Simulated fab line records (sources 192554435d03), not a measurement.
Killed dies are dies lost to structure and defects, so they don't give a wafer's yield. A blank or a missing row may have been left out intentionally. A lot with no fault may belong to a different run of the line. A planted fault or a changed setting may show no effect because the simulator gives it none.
What tool caused it? ; flow n5Finfet ; Sampling: 24 lots, 72 wafers, 6 of 1938 route steps

WHAT THE GAUGES SHOWED, per wafer
N5_BEOL_M6_RS_MEAS_57: measures by four-point-probe. Usual: M6_RS typically reads 0.287 ohm/sq, with standard deviation 0.0066.
lot;measured;on;M6_RS (ohm/sq);flag
L074;day 9 12:08;filmMetro-01;0.287 0.279 0.273;
L075;day 9 19:28;filmMetro-01;0.285 0.293 0.283;
L076;day 9 20:08;filmMetro-02;0.284 0.279 0.287;
L079;day 10 14:23;filmMetro-01;0.278 0.287 0.278;
L077;day 10 15:28;filmMetro-01;0.283 0.280 0.290;
L078;day 11 01:53;filmMetro-01;0.283 0.283 0.288;
L080;day 11 13:03;filmMetro-02;0.291 0.283 0.283;
L082;day 11 22:50;filmMetro-02;0.296 0.289 0.291;
L081;day 12 01:29;filmMetro-02;0.281 0.281 0.299;
L084;day 12 03:38;filmMetro-01;0.288 0.291 0.293;
L086;day 12 07:56;filmMetro-01;0.290 0.296 0.294;
L085;day 13 07:28;filmMetro-01;0.292 0.291 0.278;
L083;day 13 08:00;filmMetro-01;0.301 0.286 0.283;
L088;day 13 08:53;filmMetro-01;0.283 0.291 0.283;
L087;day 13 10:04;filmMetro-01;0.291 0.282 0.289;
L089;day 13 15:29;filmMetro-02;0.289 0.286 0.294;
L090;day 13 15:10;filmMetro-02;0.288 0.296 0.301;
L092;day 14 13:04;filmMetro-02;0.281 0.282 0.277;
L091;day 14 12:47;filmMetro-02;0.289 0.283 0.291;
L093;day 14 13:19;filmMetro-01;0.281 0.290 0.285;
L094;day 14 19:05;filmMetro-02;0.288 0.290 0.287;
L095;day 14 23:30;filmMetro-01;0.285 0.280 0.287;
L096;day 15 22:16;filmMetro-02;0.295 0.282 0.297;
L097;day 16 02:06;filmMetro-02;0.288 0.292 0.279;

N5_BEOL_M7_OVL_MEAS_29. Usual: V6_OVL typically reads 0.1 nm, with standard deviation 0.71.
lot;measured;on;V6_OVL (nm);flag
L074;day 9 15:45;overlay-01;1.5 0.5 1.7;
L075;day 10 01:38;overlay-02;1.4 -0.5 -0.2;
L076;day 10 01:28;overlay-01;1.1 1.0 0.4;
L079;day 10 20:57;overlay-01;-0.8 1.0 -0.1;
L077;day 10 22:22;overlay-01;-1.5 -0.4 -1.2;
L078;day 11 08:11;overlay-01;0.2 -0.2 0.5;
L080;day 11 15:43;overlay-01;-1.5 -0.7 -0.2;
L082;day 12 01:31;overlay-01;-0.5 0.4 0.7;
L081;day 12 03:59;overlay-02;-0.1 0.2 -1.0;
L084;day 12 07:18;overlay-02;-0.7 -0.1 -0.4;
L086;day 12 12:18;overlay-02;0.0 -1.0 0.2;
L085;day 13 11:40;overlay-02;-0.2 0.0 0.9;
L083;day 13 11:54;overlay-02;-0.3 0.2 0.7;
L088;day 13 13:45;overlay-02;0.7 -0.4 -0.3;
L087;day 13 14:00;overlay-02;-0.5 -0.6 -0.6;
L089;day 13 19:08;overlay-02;1.3 1.5 0.7;
L090;day 13 19:05;overlay-02;0.1 -0.1 0.4;
L092;day 14 16:45;overlay-01;0.1 -0.7 -0.1;
L091;day 14 16:25;overlay-01;0.6 0.3 0.5;
L093;day 14 16:35;overlay-01;-0.2 0.7 0.6;
L094;day 14 22:01;overlay-01;0.8 -0.6 0.7;
L095;day 15 02:02;overlay-01;0.2 -0.8 -0.5;
L096;day 16 02:01;overlay-01;-0.6 -0.7 -1.2;
L097;day 16 05:24;overlay-02;0.1 -0.7 -0.5;

WHICH TOOL RAN EACH LOT (tool, then ch and the chambers of the sampled wafers, then the start)
lot;N5_BEOL_M6_DESCUM_16;N5_BEOL_M6_ETCH_61;N5_BEOL_M6_ANNEAL_51;N5_BEOL_M7_STRIP_19
L074;rieDiel-04 ch 0,1,3, day 9 04:16;rieDiel-04 ch 0,1,3, day 9 04:18;rtpAnneal-01 ch 0, day 9 11:23;rieDiel-03 ch 0,2,3, day 9 14:19
L075;rieDiel-05 ch 0,2,3, day 9 13:04;rieDiel-05 ch 0,2,3, day 9 13:06;rtpAnneal-01 ch 0, day 9 18:43;rieDiel-06 ch 0,3, day 9 23:31
L076;rieDiel-04 ch 0,1,2, day 9 14:04;rieDiel-04 ch 0,1,2, day 9 14:07;rtpAnneal-02 ch 0, day 9 19:24;rieDiel-03 ch 1,2, day 9 23:49
L079;rieDiel-02 ch 0,2, day 10 07:07;rieDiel-02 ch 0,2, day 10 07:09;rtpAnneal-01 ch 0, day 10 13:45;rieDiel-03 ch 2,3, day 10 18:57
L077;rieDiel-04 ch 1,2, day 10 11:04;rieDiel-04 ch 1,2, day 10 11:05;rtpAnneal-02 ch 0, day 10 14:32;rieDiel-06 ch 1,2,3, day 10 19:11
L078;rieDiel-02 ch 0,1, day 10 18:18;rieDiel-02 ch 0,1, day 10 18:20;rtpAnneal-02 ch 0, day 11 01:13;rieDiel-03 ch 0,1, day 11 06:13
L080;rieDiel-05 ch 0,3, day 11 09:20;rieDiel-05 ch 0,3, day 11 09:22;rtpAnneal-01 ch 0, day 11 12:20;rieDiel-03 ch 0,1,3, day 11 15:13
L082;rieDiel-02 ch 1,3, day 11 14:24;rieDiel-02 ch 1,3, day 11 14:26;rtpAnneal-02 ch 0, day 11 22:07;rieDiel-06 ch 0,2,3, day 12 01:03
L081;rieDiel-02 ch 0,2,3, day 11 19:34;rieDiel-02 ch 0,2,3, day 11 19:36;rtpAnneal-01 ch 0, day 12 00:45;rieDiel-06 ch 0,1, day 12 03:27
L084;rieDiel-04 ch 0,1,2, day 11 22:26;rieDiel-04 ch 0,1,2, day 11 22:28;rtpAnneal-01 ch 0, day 12 02:54;rieDiel-06 ch 1,3, day 12 06:40
L086;rieDiel-04 ch 0,1,3, day 12 02:53;rieDiel-04 ch 0,1,3, day 12 02:55;rtpAnneal-01 ch 0, day 12 07:12;rieDiel-01 ch 0,1, day 12 11:08
L085;rieDiel-02 ch 2,3, day 12 23:37;rieDiel-02 ch 2,3, day 12 23:39;rtpAnneal-01 ch 0, day 13 06:44;rieDiel-06 ch 0,1,3, day 13 09:48
L083;rieDiel-05 ch 1,2, day 12 23:49;rieDiel-05 ch 1,2, day 12 23:51;rtpAnneal-01 ch 0, day 13 07:16;rieDiel-03 ch 0,1, day 13 09:58
L088;rieDiel-04 ch 0,2, day 12 23:57;rieDiel-04 ch 0,2, day 12 23:59;rtpAnneal-02 ch 0, day 13 08:10;rieDiel-01 ch 1,2,3, day 13 13:13
L087;rieDiel-02 ch 0,1, day 13 05:30;rieDiel-02 ch 0,1, day 13 05:32;rtpAnneal-02 ch 0, day 13 09:20;rieDiel-03 ch 1,2,3, day 13 13:32
L089;rieDiel-05 ch 1,2, day 13 08:41;rieDiel-05 ch 1,2, day 13 08:43;rtpAnneal-01 ch 0, day 13 14:44;rieDiel-06 ch 0,1,2, day 13 18:23
L090;rieDiel-02 ch 0,3, day 13 08:59;rieDiel-02 ch 0,3, day 13 09:01;rtpAnneal-01 ch 0, day 13 14:17;rieDiel-01 ch 1,3, day 13 17:48
L092;rieDiel-02 ch 0,1,2, day 14 06:18;rieDiel-02 ch 0,1,2, day 14 06:20;rtpAnneal-01 ch 0, day 14 12:19;rieDiel-01 ch 0,1, day 14 15:29
L091;rieDiel-05 ch 1,2, day 14 06:40;rieDiel-05 ch 1,2, day 14 06:42;rtpAnneal-01 ch 0, day 14 12:08;rieDiel-03 ch 1,2, day 14 14:59
L093;rieDiel-05 ch 0,1, day 14 07:50;rieDiel-05 ch 0,1, day 14 07:53;rtpAnneal-01 ch 0, day 14 12:41;rieDiel-03 ch 0,1,3, day 14 15:38
L094;rieDiel-02 ch 0,1,2, day 14 11:17;rieDiel-02 ch 0,1,2, day 14 11:19;rtpAnneal-02 ch 0, day 14 18:05;rieDiel-06 ch 0,2, day 14 21:20
L095;rieDiel-05 ch 1,2,3, day 14 17:56;rieDiel-05 ch 1,2,3, day 14 17:58;rtpAnneal-01 ch 0, day 14 22:49;rieDiel-06 ch 0,1, day 15 01:20
L096;rieDiel-02 ch 1,2,3, day 15 15:22;rieDiel-02 ch 1,2,3, day 15 15:23;rtpAnneal-01 ch 0, day 15 21:32;rieDiel-03 ch 0,1,3, day 16 00:20
L097;rieDiel-02 ch 0,1,2, day 15 19:02;rieDiel-02 ch 0,1,2, day 15 19:05;rtpAnneal-01 ch 0, day 16 01:25;rieDiel-06 ch 0,1,2, day 16 04:07
- N5_BEOL_M6_DESCUM_16: chemistry O2, time 7.9 s.
- N5_BEOL_M6_ETCH_61: etches SiARC in CF4, target depth 45.5 nm, time 75.8 s.
- N5_BEOL_M6_ANNEAL_51: time 90 s.
- N5_BEOL_M7_STRIP_19: strips in O2.

WHAT THE TOOLS THEMSELVES READ (means of the sampled wafers that have a number; where no wafer has one, the mark that the record gives instead)
N5_BEOL_M6_DESCUM_16. Usual: drypumpMotorCurrentA 5.8 A, standard deviation 0.38; oesProductAu 0.80 a.u., standard deviation 0.078; rfFwdPowerW 49.48 W, standard deviation 0.22; rfVppV 243.6 V, standard deviation 1.8; showerheadPlenumPTorr 2.11 Torr, standard deviation 0.1; throttleValvePct 20.34 %, standard deviation 0.12.
lot;tool;drypumpMotorCurrentA (A);oesProductAu (a.u.);rfFwdPowerW (W);rfVppV (V);showerheadPlenumPTorr (Torr);throttleValvePct (%);flag
L074;rieDiel-04;6.2;0.77;49.46;243.6;2.09;20.27;
L075;rieDiel-05;5.9;0.78;49.40;245.0;2.18;20.40;
L076;rieDiel-04;6.2;0.81;49.55;242.3;2.07;20.34;
L079;rieDiel-02;5.7;0.90;49.27;244.2;2.16;20.18;
L077;rieDiel-04;6.1;0.76;49.58;241.5;1.99;20.36;
L078;rieDiel-02;5.4;0.80;49.57;245.4;2.20;20.29;
L080;rieDiel-05;5.8;0.81;49.42;243.9;2.16;20.27;
L082;rieDiel-02;5.8;0.73;49.73;244.9;2.17;20.30;
L081;rieDiel-02;5.9;0.82;49.55;245.0;2.14;20.23;
L084;rieDiel-04;6.2;0.78;49.49;243.4;2.07;20.37;
L086;rieDiel-04;6.2;0.75;49.48;243.3;2.09;20.31;
L085;rieDiel-02;6.2;0.85;49.50;243.0;2.08;20.24;
L083;rieDiel-05;5.7;0.81;49.30;243.8;2.12;20.41;
L088;rieDiel-04;6.2;0.82;49.26;242.8;2.08;20.47;
L087;rieDiel-02;5.4;0.80;49.54;245.1;2.20;20.27;
L089;rieDiel-05;5.7;0.81;49.36;243.0;2.11;20.41;
L090;rieDiel-02;5.7;0.73;49.72;244.4;2.17;20.27;
L092;rieDiel-02;5.7;0.82;49.47;243.7;2.14;20.28;
L091;rieDiel-05;5.5;0.76;49.45;241.6;2.01;20.49;
L093;rieDiel-05;5.4;0.72;49.44;241.0;1.99;20.47;
L094;rieDiel-02;5.7;0.82;49.35;244.5;2.14;20.30;
L095;rieDiel-05;5.8;0.82;49.31;242.5;2.09;20.42;
L096;rieDiel-02;5.9;0.78;49.36;243.8;2.12;20.34;
L097;rieDiel-02;5.7;0.80;49.66;244.0;2.14;20.32;

N5_BEOL_M6_ETCH_61. Usual: drypumpMotorCurrentA 5.8 A (standard deviation 0.38); etchRfOnTimeS 75.7 s (standard deviation 0.94); oesProductAu 0.68 a.u. (standard deviation 0.067); rfFwdPowerW 540.1 W (standard deviation 1.8); rfVppV 184.3 V (standard deviation 1.3); showerheadPlenumPTorr 2.16 Torr (standard deviation 0.093); throttleValvePct 15.54 % (standard deviation 0.16).
lot;tool;drypumpMotorCurrentA (A);etchRfOnTimeS (s);oesProductAu (a.u.);rfFwdPowerW (W);rfVppV (V);showerheadPlenumPTorr (Torr);throttleValvePct (%);flag
L074;rieDiel-04;6.2;75.2;0.66;539.8;183.9;2.14;15.48;
L075;rieDiel-05;5.9;75.8;0.67;539.9;185.0;2.23;15.59;
L076;rieDiel-04;6.2;74.9;0.70;541.4;184.1;2.13;15.54;
L079;rieDiel-02;5.7;74.9;0.76;540.3;184.8;2.21;15.30;
L077;rieDiel-04;6.1;76.8;0.64;540.6;182.5;2.05;15.64;
L078;rieDiel-02;5.4;75.9;0.68;539.9;185.6;2.25;15.50;
L080;rieDiel-05;5.8;75.8;0.70;541.6;184.5;2.20;15.47;
L082;rieDiel-02;5.8;77.3;0.62;539.3;183.9;2.22;15.54;
L081;rieDiel-02;5.9;75.8;0.71;540.7;184.3;2.18;15.40;
L084;rieDiel-04;6.2;75.7;0.67;540.3;183.6;2.12;15.60;
L086;rieDiel-04;6.2;75.6;0.64;540.5;183.9;2.13;15.54;
L085;rieDiel-02;6.2;75.3;0.72;538.5;184.1;2.12;15.43;
L083;rieDiel-05;5.7;75.8;0.69;537.9;184.4;2.17;15.62;
L088;rieDiel-04;6.2;76.4;0.70;540.6;184.2;2.14;15.69;
L087;rieDiel-02;5.4;75.5;0.67;538.7;185.2;2.25;15.45;
L089;rieDiel-05;5.7;75.6;0.69;539.2;184.2;2.17;15.61;
L090;rieDiel-02;5.7;76.8;0.63;540.3;184.6;2.21;15.48;
L092;rieDiel-02;5.7;75.0;0.70;541.5;184.7;2.19;15.47;
L091;rieDiel-05;5.5;75.8;0.65;538.6;183.0;2.07;15.74;
L093;rieDiel-05;5.4;75.8;0.61;539.5;182.8;2.05;15.75;
L094;rieDiel-02;5.7;75.4;0.70;540.9;184.8;2.19;15.47;
L095;rieDiel-05;5.8;75.5;0.69;540.1;184.2;2.14;15.60;
L096;rieDiel-02;5.9;76.3;0.66;539.4;184.5;2.17;15.56;
L097;rieDiel-02;5.7;74.9;0.69;537.7;185.7;2.19;15.49;

N5_BEOL_M6_ANNEAL_51. Usual: 226.2 for wafer_temp_C_max, sd 0.38.
lot;tool;wafer_temp_C_max;flag
L074;rtpAnneal-01;226.1;
L075;rtpAnneal-01;225.9;
L076;rtpAnneal-02;226.4;
L079;rtpAnneal-01;226.0;
L077;rtpAnneal-02;226.8;
L078;rtpAnneal-02;226.7;
L080;rtpAnneal-01;225.7;
L082;rtpAnneal-02;226.6;
L081;rtpAnneal-01;225.8;
L084;rtpAnneal-01;225.6;
L086;rtpAnneal-01;226.0;
L085;rtpAnneal-01;226.2;
L083;rtpAnneal-01;225.9;
L088;rtpAnneal-02;226.8;
L087;rtpAnneal-02;226.3;
L089;rtpAnneal-01;225.9;
L090;rtpAnneal-01;225.8;
L092;rtpAnneal-01;225.7;
L091;rtpAnneal-01;226.2;
L093;rtpAnneal-01;225.9;
L094;rtpAnneal-02;226.5;
L095;rtpAnneal-01;226.1;
L096;rtpAnneal-01;226.1;
L097;rtpAnneal-01;226.3;

N5_BEOL_M7_STRIP_19. Usual: drypumpMotorCurrentA 5.53 A, standard deviation 0.3; oesProductAu 0.77 a.u., standard deviation 0.075; rfVppV 3.6 V, standard deviation 0.61; showerheadPlenumPTorr 2.08 Torr, standard deviation 0.078; throttleValvePct 16.63 %, standard deviation 0.26.
lot;tool;drypumpMotorCurrentA (A);oesProductAu (a.u.);rfVppV (V);showerheadPlenumPTorr (Torr);throttleValvePct (%);flag
L074;rieDiel-03;5.54;0.72;3.7;2.08;16.91;
L075;rieDiel-06;5.33;0.82;3.1;2.08;16.50;
L076;rieDiel-03;5.27;0.75;3.5;2.04;16.92;
L079;rieDiel-03;5.56;0.70;3.9;2.08;17.08;
L077;rieDiel-06;5.65;0.78;4.2;2.10;16.51;
L078;rieDiel-03;5.45;0.73;3.6;2.02;16.54;
L080;rieDiel-03;5.50;0.72;3.3;2.02;16.69;
L082;rieDiel-06;5.48;0.78;2.9;2.10;16.55;
L081;rieDiel-06;5.82;0.86;3.6;2.13;16.39;
L084;rieDiel-06;5.66;0.81;3.5;2.08;16.52;
L086;rieDiel-01;5.25;0.76;3.0;2.13;16.85;
L085;rieDiel-06;5.49;0.79;3.4;2.08;16.53;
L083;rieDiel-03;5.45;0.71;3.8;2.02;16.58;
L088;rieDiel-01;5.66;0.70;4.3;2.07;16.71;
L087;rieDiel-03;5.39;0.81;2.8;2.02;16.76;
L089;rieDiel-06;5.81;0.82;3.8;2.15;16.43;
L090;rieDiel-01;5.63;0.71;4.2;2.05;16.55;
L092;rieDiel-01;5.24;0.76;3.5;2.12;16.88;
L091;rieDiel-03;5.27;0.71;3.4;2.02;16.97;
L093;rieDiel-03;5.50;0.79;3.5;2.01;16.58;
L094;rieDiel-06;5.63;0.81;3.4;2.14;16.45;
L095;rieDiel-06;5.63;0.83;4.0;2.12;16.44;
L096;rieDiel-03;5.50;0.88;2.8;2.01;16.45;
L097;rieDiel-06;5.80;0.79;4.0;2.14;16.47;

THE ANSWER, worked out from the rows above alone
Rule: a lot counts as off when the mean over its wafers that have a number is more than 3 standard deviations away from the usual mean. A lot without any number at a reading at which 4 lots or more have one is off too. Where the step has rows for the other lots, those lots are counted as sound. After the gauges, taken in route order, come the tools' own readings; for these a lot's mean is taken, as printed above. At the first step where some lot is off, the reading lying furthest off is the one used; lots without a number count as furthest.
None of the lots is off at any reading shown; this tells nothing.

WHAT THE SIMULATOR HAD PUT IN
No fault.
